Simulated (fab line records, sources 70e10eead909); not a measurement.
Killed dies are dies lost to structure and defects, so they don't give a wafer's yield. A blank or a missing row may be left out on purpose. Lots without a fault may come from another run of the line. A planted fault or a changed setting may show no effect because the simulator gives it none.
Chamber matching | flow nand_harc | NHARC_P_M2_STRIP_18 on rie_diel-12: 4 sister chambers
The step strips in N2/H2. 14 wafers are shown with their chamber, then 7 later ones without.

WAFERS WITH THEIR CHAMBER
wafer  | chamber | drypump_motor_current_A (A) | oes_product_au (a.u.) | rf_vpp_V (V)
L077.1 | 3       | 5.8                         | 1.007                 | 91.3
L077.5 | 2       | 5.5                         | 0.988                 | 89.4
L077.6 | 1       | 6.0                         | 1.004                 | 91.5
L078.3 | 3       | 5.8                         | 0.989                 | 91.0
L078.5 | 2       | 5.5                         | 0.987                 | 91.0
L078.6 | 1       | 5.9                         | 1.001                 | 89.7
L085.2 | 2       | 5.5                         | 0.998                 | 88.7
L085.4 | 0       | 5.4                         | 1.000                 | 90.1
L085.6 | 0       | 5.4                         | 1.001                 | 90.5
L086.1 | 3       | 5.8                         | 1.000                 | 90.6
L086.2 | 0       | 5.4                         | 0.993                 | 91.7
L086.4 | 2       | 5.5                         | 0.992                 | 89.7
L090.2 | 3       | 5.8                         | 0.997                 | 91.4
L090.4 | 3       | 5.8                         | 0.995                 | 91.3

SIGNATURES (means of the wafers above)
reading                 | chamber 0 | chamber 1 | chamber 2 | chamber 3 | scatter within a chamber
drypump_motor_current_A | 5.400     | 5.950     | 5.500     | 5.800     | 0.0224
oes_product_au          | 0.99800   | 1.00250   | 0.99125   | 0.99760   | 0.00541
rf_vpp_V                | 90.767    | 90.600    | 89.700    | 91.120    | 0.788
Rule: a wafer's distance from a chamber is the root of the sum, over the readings, of the square of ((its reading less the chamber's mean) divided by the reading's scatter). The wafer belongs to the nearest chamber; if the next one is less than 2 further off, it can't be placed. The scatter: the root of (the sum of the squares of (reading less its chamber's mean) over the shown wafers, divided by (wafers less chambers)).

WAFERS WITHOUT THEIR CHAMBER
wafer  | drypump_motor_current_A (A) | oes_product_au (a.u.) | rf_vpp_V (V)
L090.6 | 5.4                         | 1.001                 | 92.0
L092.3 | 5.5                         | 1.008                 | 89.2
L092.4 | 5.8                         | 0.998                 | 90.0
L092.5 | 5.5                         | 1.003                 | 90.5
L097.2 | 5.5                         | 1.012                 | 89.8
L097.4 | 5.4                         | 1.004                 | 90.1
L097.6 | 5.5                         | 1.011                 | 88.6

WHICH CHAMBER EACH WENT THROUGH
wafer  | from the rows above     | in truth
L090.6 | 0                       | 0
L092.3 | 2                       | 2
L092.4 | 3                       | 3
L092.5 | 2                       | 2
L097.2 | can't be placed: 2 or 0 | 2
L097.4 | 0                       | 0
L097.6 | can't be placed: 2 or 0 | 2
Placed correctly: 5 of 7. Can't be placed from these rows: 2 (the true chamber is among the candidates in 2). Placed wrongly: 0.
